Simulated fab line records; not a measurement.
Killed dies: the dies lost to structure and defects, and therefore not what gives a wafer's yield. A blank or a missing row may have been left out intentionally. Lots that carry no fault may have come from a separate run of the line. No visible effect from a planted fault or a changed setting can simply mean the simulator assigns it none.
Chamber matching + flow n5Finfet + N5_MIM_BOT_LITHO_DESCUM_10 on rieDiel-04 has 4 sister chambers
The step chemistry O2, time 7.9 s. 20 wafers are shown with their chamber, then 10 later ones without.

== EACH WAFER AND ITS CHAMBER ==
| wafer  | chamber | drypumpMotorCurrentA (A) | throttleValvePct (%) | tempC (C) |
|--------|---------|--------------------------|----------------------|-----------|
| L076.2 | 2       | 5.82                     | 20.03                | 39.92     |
| L076.4 | 1       | 5.96                     | 20.18                | 40.16     |
| L076.5 | 1       | 5.96                     | 20.18                | 40.00     |
| L078.2 | 3       | 6.14                     | 20.31                | 40.00     |
| L078.4 | 0       | 5.36                     | 20.76                | 39.93     |
| L078.6 | 0       | 5.37                     | 20.77                | 39.90     |
| L083.2 | 1       | 5.98                     | 20.24                | 40.10     |
| L083.3 | 3       | 6.17                     | 20.36                | 40.03     |
| L083.4 | 2       | 5.86                     | 20.09                | 39.97     |
| L086.1 | 1       | 5.97                     | 20.24                | 40.03     |
| L086.3 | 3       | 6.13                     | 20.37                | 40.07     |
| L086.4 | 1       | 5.99                     | 20.24                | 40.11     |
| L084.1 | 3       | 6.13                     | 20.36                | 40.23     |
| L084.2 | 2       | 5.86                     | 20.08                | 39.89     |
| L084.4 | 3       | 6.14                     | 20.36                | 40.29     |
| L092.2 | 1       | 5.98                     | 19.92                | 40.02     |
| L092.4 | 0       | 5.37                     | 20.40                | 39.89     |
| L092.5 | 0       | 5.40                     | 20.39                | 39.98     |
| L093.2 | 1       | 5.98                     | 19.93                | 39.94     |
| L093.3 | 2       | 5.79                     | 20.10                | 39.80     |

SIGNATURES (means of the wafers above)
| reading              | chamber 0 | chamber 1 | chamber 2 | chamber 3 | scatter within a chamber |
|----------------------|-----------|-----------|-----------|-----------|--------------------------|
| drypumpMotorCurrentA | 5.3750    | 5.9743    | 5.8325    | 6.1420    | 0.0197                   |
| throttleValvePct     | 20.5800   | 20.1329   | 20.0750   | 20.3520   | 0.129                    |
| tempC                | 39.9250   | 40.0514   | 39.8950   | 40.1240   | 0.0867                   |
Rule: for a wafer and a chamber, the distance is found by dividing, reading by reading, the gap between the wafer's reading and the chamber's mean by the reading's scatter, squaring, summing and taking the root. The wafer belongs to the nearest chamber; if the next one is less than 2 further off, it can't be placed. The scatter is the square root of a quotient: the sum, over the shown wafers, of each reading's squared deviation from its chamber's mean, divided by wafers minus chambers.

== WAFERS WITH NO CHAMBER GIVEN ==
| wafer  | drypumpMotorCurrentA (A) | throttleValvePct (%) | tempC (C) |
|--------|--------------------------|----------------------|-----------|
| L093.4 | 5.36                     | 20.38                | 40.10     |
| L094.2 | 5.84                     | 20.12                | 40.13     |
| L094.4 | 6.12                     | 20.40                | 40.14     |
| L094.5 | 5.39                     | 20.38                | 39.93     |
| L096.2 | 6.13                     | 20.40                | 39.89     |
| L096.3 | 5.86                     | 20.12                | 40.04     |
| L096.5 | 6.15                     | 20.41                | 40.02     |
| L097.2 | 6.10                     | 20.41                | 40.02     |
| L097.3 | 5.38                     | 20.41                | 40.03     |
| L097.5 | 6.14                     | 20.40                | 39.95     |

== EACH ONE'S CHAMBER ==
| wafer  | from the rows above | in truth |
|--------|---------------------|----------|
| L093.4 | 0                   | 0        |
| L094.2 | 2                   | 2        |
| L094.4 | 3                   | 3        |
| L094.5 | 0                   | 0        |
| L096.2 | 3                   | 3        |
| L096.3 | 2                   | 2        |
| L096.5 | 3                   | 3        |
| L097.2 | 3                   | 3        |
| L097.3 | 0                   | 0        |
| L097.5 | 3                   | 3        |
Placed correctly: 10 of 10. Left unplaced by these rows: 0. Number placed wrongly: 0.
